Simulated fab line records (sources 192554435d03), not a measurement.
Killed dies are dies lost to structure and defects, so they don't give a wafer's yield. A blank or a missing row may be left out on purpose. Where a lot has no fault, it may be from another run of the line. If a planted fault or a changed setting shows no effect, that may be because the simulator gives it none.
Struck lot and sound lot, side by side    flow n5_finfet    39 steps out of a route of 1938
Sound: these wafers, L860.3, L860.5, L860.6. Struck: wafers L850.3, L850.4, L850.6. The cause comes at the end.
At each step with rows: each side's tool, then ch and its chambers, then its first start. Under that, the readings that differ: sound wafers    struck wafers    difference of the means    sigmas: that difference in standard deviations of wafers without a fault.
alike: readings whose means differ by less than 2 such deviations, and words and numbers that are the same on both sides. not compared: withheld readings, readings that some wafer has no value for, bounds like >300 that may hide the same value, and numbers for which the record gives no deviation and whose values overlap.
A row with sigmas, a row that says differs or no value, or rows on one side alone: a step with any of these is where the two part. Numbers that don't overlap but have no deviation are shown without sigmas and don't part them. A reading that every wafer of one side lacks parts them only if that side has two wafers or more.

first, 9 steps without rows for these wafers: N5_BEOL_M4_ANNEAL_95 (time 240 s); N5_BEOL_M4_SPUTTER_96 (material Cu, target thk 4.5 nm, time 8.29 s); N5_BEOL_M4_ECD_50 (material Cu, target thk 300 nm); N5_BEOL_M4_ANNEAL_51 (time 90 s); N5_BEOL_M4_CMP_52 (polishes, stops on SiOC, t overpolish 6.8 s, target thk 40 nm); N5_BEOL_M4_PRE_CLEAN_60 (time 15 s); N5_BEOL_M4_CO_CAP_55 (material Co, precursor CCTBA/H2, target thk 2 nm, time 102.1 s); N5_BEOL_M4_PRE_CLEAN_56 (time 15 s); N5_BEOL_M4_DEP_57 (deposits SiCN from 3MS/NH3, target thk 8 nm, time 14 s).
N5_BEOL_M4_RC_MEAS_101:
  sound on prober-02 ch 0, day 13 17:47; struck on prober-02 ch 0, day 11 08:16
  alike: DIBL_N, DIBL_P, IOFF_N, IOFF_P, ION_N, ION_P, SS_N, SS_P, VT_N, VT_P
then, 24 steps without rows for these wafers: N5_BEOL_M5_ILD_DEP_00 (deposits SiCOH lowk from DEMS/porogen, target thk 140.64 nm, time 25.9 s); N5_BEOL_M5_CURE_79 (cures SiCOH lowk, time 240 s); N5_BEOL_M5_PECVD_70 (deposits SiO2 from TEOS/O2, target thk 16 nm, time 18 s); N5_BEOL_M5_HM_DEP_02 (deposits TiN, target thk 20 nm); N5_BEOL_M5_COAT_59 (time 60 s, resist thk 60 nm); N5_BEOL_M5_COAT_60 (time 60 s, resist thk 12 nm); N5_BEOL_M5_COAT_71 (time 60 s, resist thk 5 nm); N5_BEOL_M5_COAT_05 (resist thk 30 nm); N5_BEOL_M5_EBR_07; N5_BEOL_M5_SOFTBAKE_06 (time 60 s); N5_BEOL_M5_EXPOSE_08 (exposes mask M5, target cd 28 nm); N5_BEOL_M5_PEB_09 (peb time 60 s); N5_BEOL_M5_DEVELOP_10 (develop time 30 s); N5_BEOL_M5_DESCUM_16 (chemistry O2, time 7 s); N5_BEOL_M5_ETCH_72 (etches underlayer in N2/H2, target depth 6.5 nm, time 5.2 s); N5_BEOL_M5_ETCH_61 (etches SiARC in CF4, target depth 15.6 nm, time 26 s); N5_BEOL_M5_ETCH_62 (etches SOC in N2/H2, target depth 75 nm, overetch 15 nm, time 112.5 s); N5_BEOL_M5_STRIP_63 (strips in N2/H2); N5_BEOL_M5_STRIP_73 (strips in N2/H2); N5_BEOL_M5_STRIP_64 (strips in CF4); N5_BEOL_M5_HM_OPEN_17 (chemistry Cl2/BCl3, target TiN, target depth 20 nm, overetch 6 nm); N5_BEOL_M5_STRIP_19 (strips in O2); N5_BEOL_M5_COAT_65 (time 60 s, resist thk 60 nm); N5_BEOL_M5_COAT_66 (time 60 s, resist thk 12 nm).
-- the record jumps here: 3 days lie between the struck wafers' starts before and after (it left off in module BEOL_M5 and takes up again in module BEOL_M11, whose first step shown is number 1596 of the route) --
N5_BEOL_M11_CMP_52: polishes, stops on SiCOH lowk, t overpolish 7 s, target thk 140 nm.
  sound on cmp-02 ch 2,3, day 16 16:31; struck on cmp-01 ch 1,2, day 14 04:11
  no value came back on the struck wafers for any of 5 readings (barrier_field_endpoint_s (s), clearing_platen_down_force_psi (psi) and others); on the sound wafers barrier_field_endpoint_s (s) reads 29.4 29.3 29.7
reading                                      sound            struck             difference  sigmas
model.Cu_of_BEOL_M11_ECD_50.thk_nm (nm)      138.8 139.6 141  317.4 315.6 318.8  +177.5      
model.SiO2_of_BEOL_M11_PECVD_70.thk_nm (nm)  0 0 0            19.2 19.8 19.6     +19.5       
N5_BEOL_M11_THK_MEAS_53: measures by xrf.
  struck on film_metro-02, day 14 04:28; sound on film_metro-02, day 16 16:49
reading       sound              struck             difference  sigmas
M11_THK (nm)  138.6 139.0 139.9  315.4 313.5 315.8  +175.7      +68
N5_BEOL_M11_RS_MEAS_57: measurement is done with a four-point probe.
  struck on film_metro-01, day 14 04:36; sound on film_metro-01, day 16 16:56
reading          sound                 struck                difference  sigmas
M11_RS (ohm/sq)  0.1520 0.1511 0.1495  0.0604 0.0606 0.0602  -0.0905     -32
N5_BEOL_M11_INSPECT_58: inspects for defects (darkfield).
  struck on defect_inspect-02, day 14 04:38; sound on defect_inspect-01, day 16 16:58
reading           sound      struck          difference  sigmas
raw_defect_count  77 83 112  1170 1131 1170  +1066       +53
N5_PASSIVATION_PROBE_49:
  only the struck wafers here have rows in the record (prober-01, day 16 01:33); the sound ones have none

## WHERE THEY PART
First at N5_BEOL_M11_CMP_52; last, within this record, at N5_PASSIVATION_PROBE_49.

WHY: what the simulator had put in
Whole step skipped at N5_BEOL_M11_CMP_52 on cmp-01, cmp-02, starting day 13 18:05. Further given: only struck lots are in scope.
